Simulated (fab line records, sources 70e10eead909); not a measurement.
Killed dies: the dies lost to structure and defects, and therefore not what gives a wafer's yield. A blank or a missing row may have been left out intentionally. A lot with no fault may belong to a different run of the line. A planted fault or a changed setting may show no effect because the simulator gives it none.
A struck lot beside a sound one + flow nand_harc + 39 out of 1302 route steps
Sound: wafers L848.1, L848.2, L848.4. Struck: wafer L853.1; the same lot's L853.3 was not struck, so it is left out; see the end for the cause.
For every step that has rows: the tool of each side, followed by ch and its chambers, followed by its first start. Under that, the readings that differ: sound wafers + struck wafers + difference of the means + sigmas: that difference in standard deviations of wafers without a fault.
alike: words and numbers the same on both sides, and readings whose means are apart by under 2 such deviations; not compared: readings that were withheld, readings missing a value for some wafer, numbers with overlapping values and no deviation given by the record, and bounds like >300 which may hide the same value.
The two part at a step that has a row with sigmas, a row that says differs or no value, or rows on one side only. Numbers that don't overlap but have no deviation are shown without sigmas and don't part them. A reading that every wafer of one side lacks parts them only if that side has two wafers or more.

first, 5 steps without rows for these wafers: NHARC_A_WL_FILL_SRD_14; NHARC_A_WL_FILL_ALD_19 (deposits TiN, target thk 2 nm, pulse time 3 s, ald cycles 100); NHARC_A_WL_FILL_CVD_20 (deposits W, target thk 100 nm, time 74 s); NHARC_A_WL_FILL_CMP_12 (polishes, t overpolish 30 s, target thk 100 nm); NHARC_A_WL_FILL_SRD_31.
NHARC_A_WL_FILL_INSPECT_15:
  sound on defect_inspect-02 at day 24 09:26; struck on defect_inspect-02 at day 25 19:05
  alike: raw_defect_count
then, 2 steps without rows for these wafers: NHARC_A_CONTACT_DEP_24 (deposits SiO2, target thk 500 nm); NHARC_A_CONTACT_DEP_28 (deposits aC, target thk 7000 nm).
NHARC_A_CONTACT_DEP_29: deposits SiON, target thk 100 nm.
  sound on pecvd-01 ch 0,1,2, day 24 19:40; struck on pecvd-03 ch 2, day 26 00:43
  alike: chamber_pressure_Torr, heater_power_w
then, 10 steps without rows for these wafers: NHARC_A_CONTACT_DEHYDRATE_32 (time 120 s); NHARC_A_CONTACT_HMDS_33 (time 30 s); NHARC_A_CONTACT_COAT_34 (time 75 s); NHARC_A_CONTACT_COAT_35 (time 65 s); NHARC_A_CONTACT_COAT_36 (resist thk 90 nm); NHARC_A_CONTACT_SOFTBAKE_37 (time 55 s); NHARC_A_CONTACT_EBR_38; NHARC_A_CONTACT_EXPOSE_39 (exposes mask A CC 3); NHARC_A_CONTACT_PEB_40 (peb time 65 s); NHARC_A_CONTACT_DEVELOP_41 (develop time 35 s).
NHARC_A_CONTACT_CD_MEAS_42: the cd target is 300 nm.
  sound on cd_sem-03 ch 0, day 24 20:15; struck on cd_sem-03 ch 0, day 26 01:24
  alike: cd_nm
NHARC_A_CONTACT_OVL_MEAS_43:
  sound on overlay-02 at day 24 20:20; struck on overlay-01 at day 26 01:29
  alike: overlay_x_nm, overlay_y_nm
NHARC_A_CONTACT_INSPECT_44:
  sound on defect_inspect-02 at day 24 20:23; struck on defect_inspect-01 at day 26 01:32
  alike: raw_defect_count
NHARC_A_CONTACT_DESCUM_47: chemistry O2, time 3 s.
  sound on rie_diel-04 ch 0,2,3, day 24 20:26; struck on rie_diel-06 ch 0, day 26 01:37
| reading                | sound | struck | difference | sigmas |
|------------------------|-------|--------|------------|--------|
| rf_hours_counter_h (h) | 1 5 6 | 39     | +35        |        |
  alike: drypump_motor_current_A, oes_product_au, rf_vpp_V, showerhead_plenum_p_Torr, throttle_valve_pct
NHARC_A_CONTACT_ETCH_48: etches the open film in CF4, target depth 39 nm, time 65 s.
  sound on rie_diel-04 ch 0,2,3, day 24 20:31; struck on rie_diel-06 ch 1, day 26 01:42
| reading                         | sound          | struck | difference | sigmas |
|---------------------------------|----------------|--------|------------|--------|
| rf_hours_counter_h (h)          | 6 1 5          | 37     | +33        |        |
| showerhead_plenum_p_Torr (Torr) | 1.73 1.85 1.71 | 1.90   | +0.14      | +2     |
  alike: drypump_motor_current_A, oes_product_au, rf_vpp_V, throttle_valve_pct
NHARC_A_CONTACT_ETCH_49: etches the open film in N2/H2, target depth 260 nm, time 475.3 s.
  sound on rie_diel-04 ch 0,1,2; struck on rie_diel-06 ch 1
| reading                         | sound             | struck | difference | sigmas |
|---------------------------------|-------------------|--------|------------|--------|
| rf_hours_counter_h (h)          | 1 4 5             | 37     | +34        |        |
| rf_vpp_V (V)                    | 433.0 427.2 428.4 | 434.4  | +4.9       | +2     |
| showerhead_plenum_p_Torr (Torr) | 2.14 1.95 1.97    | 2.20   | +0.18      | +2     |
  alike: drypump_motor_current_A, oes_product_au, throttle_valve_pct
then, 10 steps without rows for these wafers: NHARC_A_CONTACT_ETCH_50 (etches the open film in CF4/CHF3, target depth 121 nm, time 60.5 s); NHARC_A_CONTACT_ETCH_51 (etches the open film in O2/COS, target depth 7000 nm, time 1820 s); NHARC_A_CONTACT_ETCH_111 (etches the open film in C4F8/O2/Ar, time 140 s, target depth 700 nm); NHARC_A_CONTACT_ETCH_112 (etches the open film in C4F8/O2/Ar, time 190 s, target depth 1850 nm); NHARC_A_CONTACT_ETCH_113 (etches the open film in C4F8/O2/Ar, time 190 s, target depth 1850 nm); NHARC_A_CONTACT_ETCH_114 (etches the open film in C4F8/O2/Ar, time 190 s, target depth 1850 nm); NHARC_A_CONTACT_ETCH_115 (etches the open film in C4F8/O2/Ar, time 190 s, target depth 1850 nm); NHARC_A_CONTACT_ETCH_116 (etches the open film in C4F8/O2/Ar, time 190 s, target depth 1850 nm); NHARC_A_CONTACT_ETCH_117 (etches the open film in C4F8/O2/Ar, time 190 s, target depth 1850 nm); NHARC_A_CONTACT_ETCH_118 (etches the open film in C4F8/O2/Ar, time 190 s, target depth 1850 nm).
NHARC_A_CONTACT_ETCH_119: etches the open film in C4F8/O2/Ar, time 190 s, target depth 1850 nm.
  sound on har_cap_etch-02 ch 0,1, day 24 23:38; struck on har_cap_etch-03 ch 0, day 26 04:56
  not compared: rf_hours_counter_h
NHARC_A_CONTACT_ETCH_120: etches the open film in C4F8/O2/Ar, time 190 s, target depth 1850 nm.
  sound on har_cap_etch-02 ch 0,1, day 24 23:49; struck on har_cap_etch-03 ch 0, day 26 05:06
  not compared: rf_hours_counter_h
then, 1 step without rows for these wafers: NHARC_A_CONTACT_ETCH_121 (etches the open film in C4F8/O2/Ar, time 190 s, target depth 1850 nm).
-- record jumps: 3 days between struck wafers' starts before vs after; left off in module A_CONTACT, resumes in module END, first step shown is number 1302 of the route --
NHARC_END_SORT_01:
  sound on prober-02 ch 0, day 27 20:00; struck on prober-01 ch 0, day 29 02:35
| reading         | sound    | struck | difference | sigmas |
|-----------------|----------|--------|------------|--------|
| killed_at_array | 73 76 89 | 578    | +499       | +26    |
| killed_dies     | 80 80 95 | 580    | +495       | +25    |
  alike: killed_at_other, killed_at_periphery, killed_open, killed_short

WHERE THEY PART
At NHARC_A_CONTACT_ETCH_48 first; at NHARC_END_SORT_01 last (within this record only).

WHY: whatever the simulator had introduced
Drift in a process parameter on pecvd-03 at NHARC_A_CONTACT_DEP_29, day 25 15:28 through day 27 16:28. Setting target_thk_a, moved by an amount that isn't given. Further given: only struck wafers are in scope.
